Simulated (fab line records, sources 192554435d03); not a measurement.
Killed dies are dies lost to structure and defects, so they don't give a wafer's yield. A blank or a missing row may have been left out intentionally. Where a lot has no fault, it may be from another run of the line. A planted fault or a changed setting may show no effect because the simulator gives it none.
Lot-split experiment	flow n5-finfet	on a route of 1938 steps: 7 lots, 21 wafers read

## THE SPLIT ITSELF
At N5_BEOL_M5_ILD_DEP_00 (deposits SiCOH lowk from DEMS/porogen, target thk 140.64 nm, time 25.9 s), the setting time-s was moved away from the recipe's 25.9 s on 8 of the 21 wafers read, by -8.0% to +14.6%. All remaining wafers had this setting at the recipe value.

## FROM SPLIT TO READING: 1 step shown by the file between the two
- N5_BEOL_M5_CURE_79: cures SiCOH lowk, time 240 s

## THE READING
M5_ILD_THK (nm), taken at N5_BEOL_M5_THK_MEAS_01. A value of 120.9 nm with a standard deviation of 1.9 nm is what fault-free wafers of this fab line usually give.

wafer	tool, chamber at the split	time-s as run, s	against the recipe	M5_ILD_THK, nm	against lot-mates on the recipe
L083.2	pecvd-04, 1	25.9	recipe	117.2	-
L083.3	pecvd-04, 1	29.35	+13.3%	134.6	+17.4
L083.4	pecvd-04, 0	29.35	+13.3%	137.7	+20.5
L086.2	pecvd-03, 1	25.9	recipe	120.9	-
L086.3	pecvd-03, 0	25.9	recipe	119.8	-
L086.6	pecvd-03, 1	25.9	recipe	121.6	-
L088.2	pecvd-03, 0	24.22	-6.5%	116.2	-3.2
L088.3	pecvd-03, 2	25.9	recipe	119.4	-
L088.6	pecvd-03, 2	24.22	-6.5%	115.1	-4.3
L090.4	pecvd-03, 0	25.9	recipe	121.5	-
L090.5	pecvd-03, 2	25.9	recipe	121.3	-
L090.6	pecvd-03, 1	29.09	+12.3%	136.4	+15.0
L092.2	pecvd-04, 0	29.69	+14.6%	138.8	+17.2
L092.3	pecvd-04, 2	29.69	+14.6%	139.7	+18.1
L092.5	pecvd-04, 1	25.9	recipe	121.6	-
L094.1	pecvd-02, 1	23.83	-8.0%	111.6	-8.8
L094.2	pecvd-02, 0	25.9	recipe	121.4	-
L094.3	pecvd-02, 2	25.9	recipe	119.3	-
L096.3	pecvd-04, 2	25.9	recipe	123.1	-
L096.4	pecvd-04, 0	25.9	recipe	123.5	-
L096.5	pecvd-04, 1	25.9	recipe	122.7	-

THE FIT
A straight line over all 21 wafers: M5_ILD_THK changes by +1.16 nm for each +1% of time-s; r = +0.98; the points scatter about the line by 1.7 nm.
The same after taking each lot's own level away (the mean of its wafers on the recipe; 21 wafers): +1.19 nm for each +1%; r = +0.98; scatter 1.6 nm.
Per that fit: largest time-s move, reading shift of 17 nm.
The lots' own levels span 117.20 to 123.10 nm, that is 3.1 times the standard deviation above.
The two slopes are in agreement: the lot-to-lot level therefore moves the slope only a little.
Check: for one of the wafers moved furthest among these (+14.6%), held out of the fit, the line's prediction against its lot-mates is +18.4 nm. It came out at +17.2 nm against them.

## THE WHOLE CHAIN: every reading that the file lists as answering this split, in the file's order
step	what it does	reading	change (the file's fit)	r (the file's)
N5_BEOL_M5_ILD_DEP_00	deposits SiCOH lowk from DEMS/porogen, target thk 140.64 nm, time 25.9 s	SiCOH_lowk_of_BEOL_M5_ILD_DEP_00.thk-nm (the simulator's own value, which no gauge read)	+1.4 nm for each +1% of the setting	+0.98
N5_BEOL_M5_CURE_79	cures SiCOH lowk, time 240 s	SiCOH_lowk_of_BEOL_M5_ILD_DEP_00.thk-nm (the simulator's own value, which no gauge read)	+1.21 nm for each +1% of the setting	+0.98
N5_BEOL_M5_THK_MEAS_01		M5_ILD_THK	+1.22 for each +1% of the setting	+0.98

## THE FILE'S OWN FIT
M5_ILD_THK changes by +1.22 nm for each +1% of time-s, r = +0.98.
